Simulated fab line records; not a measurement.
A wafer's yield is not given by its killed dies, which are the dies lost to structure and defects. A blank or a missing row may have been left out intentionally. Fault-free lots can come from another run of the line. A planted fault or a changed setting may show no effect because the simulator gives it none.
Matching of chambers || flow n5 finfet || 4 sister chambers for N5_FIN_SAQP_MANDREL2_REMOVE_60 on rie si-01
The step chemistry HBr/Cl2/O2, target a-Si, stops on SiNx, bt time 10 s. 8 wafers are shown with their chamber, then 7 later ones without.

== WAFERS WITH THEIR CHAMBER ==
{"wafer": "L074.4", "chamber": 0, "drypump motor current A (A)": 6.1, "oes product au (a.u.)": 0.962}
{"wafer": "L079.1", "chamber": 0, "drypump motor current A (A)": 6.0, "oes product au (a.u.)": 0.971}
{"wafer": "L082.5", "chamber": 1, "drypump motor current A (A)": 5.7, "oes product au (a.u.)": 0.997}
{"wafer": "L083.1", "chamber": 1, "drypump motor current A (A)": 5.8, "oes product au (a.u.)": 0.994}
{"wafer": "L083.3", "chamber": 3, "drypump motor current A (A)": 5.5, "oes product au (a.u.)": 1.013}
{"wafer": "L083.5", "chamber": 2, "drypump motor current A (A)": 4.8, "oes product au (a.u.)": 1.005}
{"wafer": "L094.1", "chamber": 3, "drypump motor current A (A)": 5.5, "oes product au (a.u.)": 1.015}
{"wafer": "L094.2", "chamber": 2, "drypump motor current A (A)": 4.8, "oes product au (a.u.)": 1.026}

== WAFERS MISSING THEIR CHAMBER ==
{"wafer": "L094.6", "drypump motor current A (A)": 4.8, "oes product au (a.u.)": 1.032}
{"wafer": "L096.1", "drypump motor current A (A)": 6.1, "oes product au (a.u.)": 0.979}
{"wafer": "L096.2", "drypump motor current A (A)": 5.8, "oes product au (a.u.)": 0.990}
{"wafer": "L096.4", "drypump motor current A (A)": 5.5, "oes product au (a.u.)": 1.018}
{"wafer": "L097.1", "drypump motor current A (A)": 4.8, "oes product au (a.u.)": 1.025}
{"wafer": "L097.2", "drypump motor current A (A)": 5.7, "oes product au (a.u.)": 0.998}
{"wafer": "L097.4", "drypump motor current A (A)": 5.4, "oes product au (a.u.)": 1.012}

== THE CHAMBER EACH PASSED THROUGH ==
{"wafer": "L094.6", "from the rows above": 2, "in truth": 2}
{"wafer": "L096.1", "from the rows above": 0, "in truth": 0}
{"wafer": "L096.2", "from the rows above": 1, "in truth": 1}
{"wafer": "L096.4", "from the rows above": 3, "in truth": 3}
{"wafer": "L097.1", "from the rows above": 2, "in truth": 2}
{"wafer": "L097.2", "from the rows above": 1, "in truth": 1}
{"wafer": "L097.4", "from the rows above": 3, "in truth": 3}
Correct placement for 7 of the 7. Left unplaced by these rows: 0. Placed wrongly: 0.
How it was worked out, from the rows above alone: a wafer's distance from a chamber is the root of the sum, over the readings, of the square of ((its reading less the chamber's mean) divided by the reading's scatter). If the next closest chamber is less than 2 further off than the closest, the wafer can't be placed; otherwise it belongs to the closest. For every chamber, the mean is computed from those of its wafers that are shown. The scatter is the square root of a quotient: the sum, over the shown wafers, of each reading's squared deviation from its chamber's mean, divided by wafers minus chambers.
